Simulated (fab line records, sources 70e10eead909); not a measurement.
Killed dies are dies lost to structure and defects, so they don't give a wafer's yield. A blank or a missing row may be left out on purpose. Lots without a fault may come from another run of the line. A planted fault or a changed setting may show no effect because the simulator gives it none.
fab line records | flow nand_harc
record lots=14 wafers=42 last_day=33
route steps=1302 shown A_ONON_D2@569 A_CHANNEL_HOLE_D2@584
lots that met no fault: from a run of the same line without faults
start_h: hours from the record's first day to the start of the lot's first wafer shown | wait_h: hours since the lot's step before | " the same as in the row above | L1.1+2: a row that stands for several wafers | - no value, or no start given | * or withheld: withheld | < > ~ a bound
route shown NAME@n: a module of which the file shows steps, and the number in the route of the first | usual: mean/standard deviation of fault-free wafers | same: alike in all rows | chamber/n: place in a boat | sites: the reading at each site | _std_site: their standard deviation | _edge_site: outer sites' mean less inner sites' | radius_mm: how far each site lies from the wafer's centre | mask NAME#n: copy n | behind: the tool/chamber that last shaped the wafer | hold: why the lot was held/for how many hours/how that ended | device: the transistor (n, p or np) that didn't switch | end of line: the same wafers' tests at the end of the route | a step without rows: its recipe alone | killed: dies lost to structure and defects at the first sort, not the wafer's yield | map: a wafer's dies, x killed, . not, _ none there
set.NAME: the setting as run; set.NAME@STEP: as run at that earlier step | model.NAME: the simulator's own value behind a step, which no gauge read
steps of the route over a sample of lots; a table a step, a row a wafer
services: from which hour (start_h, from the record's first day; less than 0 if before it) a tool's chamber was out of use, for how many hours, and why
## steps
# step NHARC_A_ONON_D2_INSPECT_32
# usual raw_defect_count=388/140
# columns lot.wafer tool chamber start_h wait_h raw_defect_count
L311.2 defect_inspect-01 - 301.60 0.0 400
L311.4 " - " " 323
L311.6 " - " " 446
L310.2 defect_inspect-02 - 301.60 0.0 277
L310.3 " - " " 262
L310.5 " - " " 364
L314.3 defect_inspect-01 - 335.35 0.0 842
L314.5 " - " " 900
L314.6 " - " " 426
L317.2 defect_inspect-02 - 367.84 0.0 463
L317.4 " - " " 346
L317.6 " - " " 432
L318.1 defect_inspect-02 - 375.55 0.0 415
L318.2 " - " " 281
L318.6 " - " " 306
L324.1 defect_inspect-01 - 432.10 0.0 310
L324.2 " - " " 304
L324.5 " - " " 529
L325.3 defect_inspect-01 - 447.02 0.0 568
L325.4 " - " " 397
L325.6 " - " " 259
L326.1 defect_inspect-01 - 461.43 0.0 225
L326.3 " - " " 279
L326.6 " - " " 430
L328.1 defect_inspect-02 - 477.08 0.0 251
L328.2 " - " " 341
L328.6 " - " " 371
L327.1 defect_inspect-01 - 477.09 0.0 453
L327.4 " - " " 298
L327.6 " - " " 231
L329.1 defect_inspect-01 - 486.37 0.0 328
L329.2 " - " " 269
L329.6 " - " " 385
L330.2 defect_inspect-01 - 505.92 0.0 336
L330.4 " - " " 190
L330.5 " - " " 187
L331.2 defect_inspect-02 - 512.92 0.0 231
L331.3 " - " " 297
L331.4 " - " " 373
L332.1 defect_inspect-02 - 520.01 0.0 372
L332.3 " - " " 265
L332.6 " - " " 283
# step NHARC_A_CHANNEL_HOLE_D2_INSPECT_12
# usual raw_defect_count=35/23
# columns lot.wafer tool chamber start_h wait_h raw_defect_count
L311.2 defect_inspect-02 - 307.60 0.0 49
L311.4 " - " " 57
L311.6 " - " " 46
L310.2 defect_inspect-02 - 308.97 0.0 8
L310.3 " - " " 7
L310.5 " - " " 9
L314.3 defect_inspect-01 - 338.94 0.0 10
L314.5 " - " " 2
L314.6 " - " " 9
L317.2 defect_inspect-01 - 372.21 0.0 68
L317.4 " - " " 50
L317.6 " - " " 43
L318.1 defect_inspect-02 - 386.09 0.0 7
L318.2 " - " " 8
L318.6 " - " " 2
L324.1 defect_inspect-01 - 440.93 0.0 68
L324.2 " - " " 55
L324.5 " - " " 76
L325.3 defect_inspect-02 - 449.71 0.0 59
L325.4 " - " " 62
L325.6 " - " " 64
L326.1 defect_inspect-02 - 466.03 0.0 56
L326.3 " - " " 45
L326.6 " - " " 69
L328.1 defect_inspect-02 - 480.87 0.0 60
L328.2 " - " " 59
L328.6 " - " " 59
L327.1 defect_inspect-01 - 481.53 0.0 11
L327.4 " - " " 10
L327.6 " - " " 20
L329.1 defect_inspect-01 - 490.22 0.0 14
L329.2 " - " " 21
L329.6 " - " " 16
L330.2 defect_inspect-02 - 509.04 0.0 23
L330.4 " - " " 29
L330.5 " - " " 27
L331.2 defect_inspect-01 - 517.92 0.0 22
L331.3 " - " " 32
L331.4 " - " " 23
L332.1 defect_inspect-01 - 522.80 0.0 24
L332.3 " - " " 26
L332.6 " - " " 32
# step NHARC_A_CHANNEL_HOLE_D2_ETCH_20
# recipe bias_v=3000 source_w=withheld pressure_mtorr=20 time_s=361.9 ar_flow_sccm=375 c4f8_flow_sccm=89.3 o2_flow_sccm=35.7 temp_c=-20 target_depth_a=16000 chemistry=C4F8/O2/Ar
# usual c4f8_flow_sccm=89.31/0.25 chamber_pressure_mTorr=19.998/0.017 drypump_motor_current_A=5.9/0.4 showerhead_plenum_p_Torr=3.73/0.15 throttle_valve_pct=32.153/0.0089
# columns lot.wafer tool chamber start_h wait_h c4f8_flow_sccm chamber_pressure_mTorr drypump_motor_current_A rf_hours_counter_h showerhead_plenum_p_Torr throttle_valve_pct
L311.2 har_etch-02 0 309.01 0.1 89.55 20.010 5.8 347 3.93 32.163
L311.4 " 0 " " 89.47 20.025 5.8 - 3.93 32.153
L311.6 " 0 " " 89.19 20.013 5.8 - 3.93 32.155
L310.2 har_etch-01 1 310.37 0.1 89.38 20.009 5.4 160 3.70 32.146
L310.3 " 1 " " 89.57 20.020 5.4 - 3.70 32.156
L310.5 " 0 " " 89.31 19.989 6.4 - 3.62 32.155
L314.3 har_etch-02 0 340.45 0.2 89.28 19.989 5.8 - 3.92 32.152
L314.6 " 1 " " 89.15 19.979 5.8 - 3.50 32.147
L314.5 " 0 " " 89.57 19.988 5.8 - 3.92 32.164
L317.2 har_etch-02 1 375.77 0.1 - - - - - -
L317.4 " 1 " " - - - - - -
L317.6 " 0 " " - - - - - -
L318.2 har_etch-01 0 390.55 0.1 - - - - - -
L318.1 " 1 " " - - - - - -
L318.6 " 0 " " - - - - - -
L324.1 har_etch-02 0 442.28 0.1 89.11 20.003 5.8 27 3.89 32.142
L324.2 " 1 " " 89.49 20.004 5.8 27 3.92 32.157
L324.5 " 1 " " 89.10 20.007 5.8 - 3.92 32.139
L325.4 har_etch-01 1 451.17 0.2 89.34 19.990 5.4 - 3.65 32.141
L325.3 " 0 " " 89.13 19.972 6.5 - 3.57 32.169
L325.6 " 0 " " 88.79 19.984 6.5 - 3.57 32.165
L326.1 har_etch-01 0 469.69 0.1 89.24 19.959 6.5 256 3.57 32.159
L326.3 " 1 " " 89.26 19.989 5.4 - 3.64 32.152
L326.6 " 1 " " 89.24 19.999 5.3 - 3.64 32.158
L328.1 har_etch-01 0 482.22 0.1 89.06 19.981 6.4 267 3.56 32.131
L328.2 " 1 " " 89.17 19.981 5.3 267 3.64 32.140
L328.6 " 0 " " 89.42 20.008 6.4 - 3.56 32.155
L327.1 har_etch-02 0 483.21 0.1 89.10 20.006 5.8 49 3.88 32.146
L327.4 " 0 " " 89.40 19.995 5.8 - 3.88 32.162
L327.6 " 0 " " 88.84 20.020 5.8 - 3.88 32.147
L329.1 har_etch-01 1 491.58 0.1 89.34 20.008 5.3 275 3.63 32.151
L329.2 " 0 " " 88.99 20.005 6.5 275 3.56 32.160
L329.6 " 1 " " 89.37 20.000 5.4 - 3.63 32.155
L330.2 har_etch-02 1 511.27 0.1 89.41 20.001 5.8 65 3.90 32.149
L330.4 " 1 " " 89.13 19.996 5.8 - 3.90 32.149
L330.5 " 0 " " 89.09 19.997 5.8 - 3.87 32.167
L331.2 har_etch-02 1 519.28 0.1 89.16 20.009 5.8 69 3.89 32.160
L331.3 " 1 " " 89.64 20.013 5.8 - 3.89 32.151
L331.4 " 0 " " 89.76 20.002 5.8 - 3.87 32.156
L332.1 har_etch-02 1 524.17 0.1 89.21 19.995 5.8 72 3.89 32.149
L332.3 " 1 " " 89.31 19.969 5.8 - 3.89 32.150
L332.6 " 0 " " 89.41 19.989 5.8 - 3.87 32.162
# step NHARC_A_CHANNEL_HOLE_D2_ETCH_26
# recipe bias_v=300 source_w=2000 pressure_mtorr=30 time_s=224.1 ar_flow_sccm=375 c4f8_flow_sccm=11.4 o2_flow_sccm=113.6 temp_c=-20 target_depth_a=3000 chemistry=C4F8/O2/Ar
# usual bias_v=300/3.2 c4f8_flow_sccm=11.40/0.037 drypump_motor_current_A=5.9/0.39 showerhead_plenum_p_Torr=3.78/0.16 throttle_valve_pct=24.584/0.009
# columns lot.wafer tool chamber start_h wait_h bias_v c4f8_flow_sccm drypump_motor_current_A rf_hours_counter_h showerhead_plenum_p_Torr throttle_valve_pct
L311.2 har_etch-02 0 312.65 0.6 297 11.42 5.8 351 3.99 24.596
L311.4 " 0 " " 301 11.38 5.8 - 3.99 24.585
L311.6 " 0 " " 300 11.39 5.8 - 3.99 24.584
L310.2 har_etch-01 1 314.00 0.6 299 11.37 5.3 164 3.74 24.564
L310.3 " 1 " " 301 11.45 5.4 - 3.74 24.582
L310.5 " 0 " " 298 11.39 6.4 - 3.66 24.582
L314.3 har_etch-02 0 344.06 0.4 303 11.36 5.8 - 3.98 24.581
L314.6 " 1 " " 296 11.42 5.8 - 3.53 24.611
L314.5 " 0 " " 305 11.38 5.8 - 3.98 24.577
L317.2 har_etch-02 1 379.42 0.6 303 11.39 5.8 421 3.52 24.587
L317.4 " 1 " " 295 11.37 5.8 - 3.52 24.591
L317.6 " 0 " " 303 11.41 5.8 - 3.96 24.584
L318.2 har_etch-01 0 394.21 0.7 299 11.37 6.5 213 3.63 24.590
L318.1 " 1 " " 298 11.41 5.4 213 3.71 24.607
L318.6 " 0 " " 298 11.43 6.4 - 3.63 24.582
L324.1 har_etch-02 0 445.97 0.7 303 11.44 5.8 30 3.95 24.580
L324.2 " 1 " " 302 11.46 5.8 30 3.97 24.590
L324.5 " 1 " " 299 11.44 5.8 - 3.97 24.590
L325.4 har_etch-01 1 455.61 0.5 294 11.40 5.4 - 3.69 24.581
L325.3 " 0 " " 306 11.32 6.4 - 3.61 24.576
L325.6 " 0 " " 303 11.40 6.4 - 3.61 24.580
L326.1 har_etch-01 0 473.33 0.6 300 11.37 6.5 260 3.61 24.578
L326.3 " 1 " " 304 11.39 5.4 - 3.68 24.577
L326.6 " 1 " " 301 11.43 5.3 - 3.68 24.587
L328.1 har_etch-01 0 485.89 0.7 299 11.40 6.4 271 3.60 24.584
L328.2 " 1 " " 303 11.38 5.3 271 3.68 24.587
L328.6 " 0 " " 300 11.38 6.4 - 3.60 24.580
L327.1 har_etch-02 0 486.87 0.7 304 11.36 5.8 53 3.93 24.587
L327.4 " 0 " " 302 11.36 5.8 - 3.93 24.587
L327.6 " 0 " " 301 11.42 5.8 - 3.93 24.571
L329.1 har_etch-01 1 495.25 0.7 302 11.43 5.4 279 3.67 24.582
L329.2 " 0 " " 299 11.38 6.5 279 3.59 24.587
L329.6 " 1 " " 298 11.35 5.4 - 3.67 24.586
L330.2 har_etch-02 1 514.92 0.7 300 11.38 5.8 68 3.95 24.590
L330.4 " 1 " " 296 11.41 5.8 - 3.95 24.587
L330.5 " 0 " " 294 11.35 5.8 - 3.92 24.585
L331.2 har_etch-02 1 522.94 0.7 307 11.41 5.8 72 3.95 24.580
L331.3 " 1 " " 306 11.41 5.8 - 3.95 24.587
L331.4 " 0 " " 306 11.40 5.8 - 3.92 24.590
L332.1 har_etch-02 1 527.81 0.7 305 11.46 5.8 76 3.95 24.583
L332.3 " 1 " " 304 11.42 5.8 - 3.95 24.583
L332.6 " 0 " " 293 11.38 5.8 - 3.92 24.576
# step NHARC_A_CHANNEL_HOLE_D2_CD_MEAS_31
# usual cd_nm=89.9/1
# columns lot.wafer tool chamber start_h wait_h cd_nm
L311.2 cd_sem-02 - 314.38 - 90.6
L311.4 " - " " 90.1
L311.6 " - " " 90.1
L310.2 cd_sem-01 - 315.72 - 89.5
L310.3 " - " " 89.1
L310.5 " - " " 89.8
L314.3 cd_sem-01 - 345.71 - 89.5
L314.5 " - " " 88.2
L314.6 " - " " 88.9
L317.2 cd_sem-03 - 381.13 - -0.1
L317.4 " - " " 0.4
L317.6 " - " " 0.1
L318.1 cd_sem-02 - 395.96 - 0.5
L318.2 " - " " 1.6
L318.6 " - " " 1.1
L324.1 cd_sem-01 - 447.70 - 90.8
L324.2 " - " " 89.6
L324.5 " - " " 89.2
L325.3 cd_sem-02 - 457.30 - 90.9
L325.4 " - " " 89.8
L325.6 " - " " 90.4
L326.1 cd_sem-01 - 475.04 - 88.7
L326.3 " - " " 88.5
L326.6 " - " " 88.3
L328.1 cd_sem-03 - 487.63 - 89.8
L328.2 " - " " 88.7
L328.6 " - " " 88.9
L327.1 cd_sem-01 - 488.60 - 89.6
L327.4 " - " " 90.0
L327.6 " - " " 90.1
L329.1 cd_sem-03 - 497.01 - 89.6
L329.2 " - " " 88.8
L329.6 " - " " 89.3
L330.2 cd_sem-01 - 516.66 - 90.5
L330.4 " - " " 89.4
L330.5 " - " " 90.6
L331.2 cd_sem-02 - 524.68 - 89.9
L331.3 " - " " 90.3
L331.4 " - " " 89.8
L332.1 cd_sem-02 - 529.56 - 88.7
L332.3 " - " " 90.1
L332.6 " - " " 90.1
# step NHARC_A_CHANNEL_HOLE_D2_XSEM_32
# recipe landing_energy_ev=35000
# usual bot_cd_nm=74.5/1 bow_nm=8.7/0.31 tilt_deg=0.06/0.033
# columns lot.wafer tool chamber start_h wait_h bot_cd_nm bow_nm tilt_deg
L311.2 xsem-02 0 314.47 0.1 75.4 8.8 0.07
L311.4 " 0 " " 74.5 8.7 0.07
L311.6 " 0 " " 74.3 8.8 0.06
L310.2 xsem-01 0 315.81 0.1 74.7 9.2 0.05
L310.3 " 0 " " 74.2 9.2 0.05
L310.5 " 0 " " 74.5 9.2 0.05
L314.3 xsem-02 0 345.81 0.1 74.8 8.3 0.05
L314.5 " 0 " " 72.7 8.3 0.05
L314.6 " 0 " " 74.0 8.3 0.05
L317.2 xsem-02 0 381.23 0.1 0.0 0.5 0.06
L317.4 " 0 " " 0.1 0.5 0.05
L317.6 " 0 " " 0.0 0.5 0.05
L318.1 xsem-02 0 396.05 0.1 0.3 0.5 0.05
L318.2 " 0 " " 1.4 0.5 0.06
L318.6 " 0 " " 0.9 0.5 0.06
L324.1 xsem-01 0 447.79 0.1 74.7 8.7 0.09
L324.2 " 0 " " 74.2 8.6 0.10
L324.5 " 0 " " 73.1 8.6 0.10
L325.3 xsem-01 0 457.38 0.1 75.1 8.4 0.02
L325.4 " 0 " " 73.8 8.5 0.02
L325.6 " 0 " " 74.2 8.5 0.03
L326.1 xsem-02 0 475.14 0.1 73.9 8.9 0.13
L326.3 " 0 " " 74.2 8.8 0.13
L326.6 " 0 " " 73.3 8.9 0.13
L328.1 xsem-02 0 487.72 0.1 74.4 8.8 0.05
L328.2 " 0 " " 72.3 8.8 0.05
L328.6 " 0 " " 73.5 8.8 0.05
L327.1 xsem-01 0 488.68 0.1 74.1 8.5 0.07
L327.4 " 0 " " 74.1 8.5 0.07
L327.6 " 0 " " 75.1 8.5 0.07
L329.1 xsem-02 0 497.10 0.1 73.9 9.2 0.07
L329.2 " 0 " " 73.3 9.1 0.07
L329.6 " 0 " " 74.5 9.1 0.07
L330.2 xsem-01 0 516.75 0.1 74.8 8.8 0.06
L330.4 " 0 " " 73.7 9.0 0.06
L330.5 " 0 " " 75.1 8.9 0.06
L331.2 xsem-02 0 524.77 0.1 75.4 8.4 0.10
L331.3 " 0 " " 76.3 8.5 0.10
L331.4 " 0 " " 75.2 8.5 0.10
L332.1 xsem-02 0 529.65 0.1 73.5 8.5 -0.01
L332.3 " 0 " " 74.7 8.5 -0.01
L332.6 " 0 " " 74.4 8.6 -0.01
## services
# columns tool chamber start_h hours kind
har_etch-01 - 357.22 5.0 repair
xsem-01 - 374.00 14.0 pm
har_etch-02 - 379.77 17.0 pm
har_etch-02 0 379.77 17.0 vent_cycle
har_etch-02 1 379.77 17.0 vent_cycle
har_etch-02 0 396.77 - clean
har_etch-02 1 396.77 - clean
har_etch-02 1 396.77 - consumable_replace:focus_ring
har_etch-02 1 396.77 - consumable_replace:showerhead
xsem-02 - 402.65 1.1 repair
## key
first_sign step=NHARC_A_CHANNEL_HOLE_D2_ETCH_20 reading=tool_record direction=missing
effect step=NHARC_A_CHANNEL_HOLE_D2_CD_MEAS_31 reading=cd_nm direction=down sigmas=86 usual=89.9 struck=0.6
effect step=NHARC_A_CHANNEL_HOLE_D2_XSEM_32 reading=bot_cd_nm direction=down sigmas=71 usual=74.5 struck=0.4
met_at NHARC_A_CHANNEL_HOLE_D2_ETCH_20
struck_lots L317,L318
later_rows_left_out L317.2,L317.4,L317.6,L318.1,L318.2,L318.6
sort_left_out L317.2,L317.4,L317.6,L318.1,L318.2,L318.6
tester_left_out L317,L318
not_acting_at NHARC_A_ONON_D2_INSPECT_32,NHARC_A_CHANNEL_HOLE_D2_INSPECT_12,NHARC_A_CHANNEL_HOLE_D2_ETCH_26
onset_between 340.45 375.77
fault kind=skipped_step_whole tool=har_etch-01,har_etch-02 chamber=- onset_h=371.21 steps=NHARC_A_CHANNEL_HOLE_D2_ETCH_20 scope=struck_lots_only
# tester_left_out: of these lots the tester's yield and bins aren't shown, on N5 and GAA mostly nor the transistor test; their killed dies are dies lost to structure and defects alone, not to doping, threshold or leakage, so they don't give the yield
# sort_left_out: the simulated sort isn't trusted on such a fault, so these wafers' sort isn't shown, and their yield isn't known
# later_rows_left_out: the simulator's readings of these wafers behind a module that went badly wrong aren't trusted and aren't shown, but for the sort
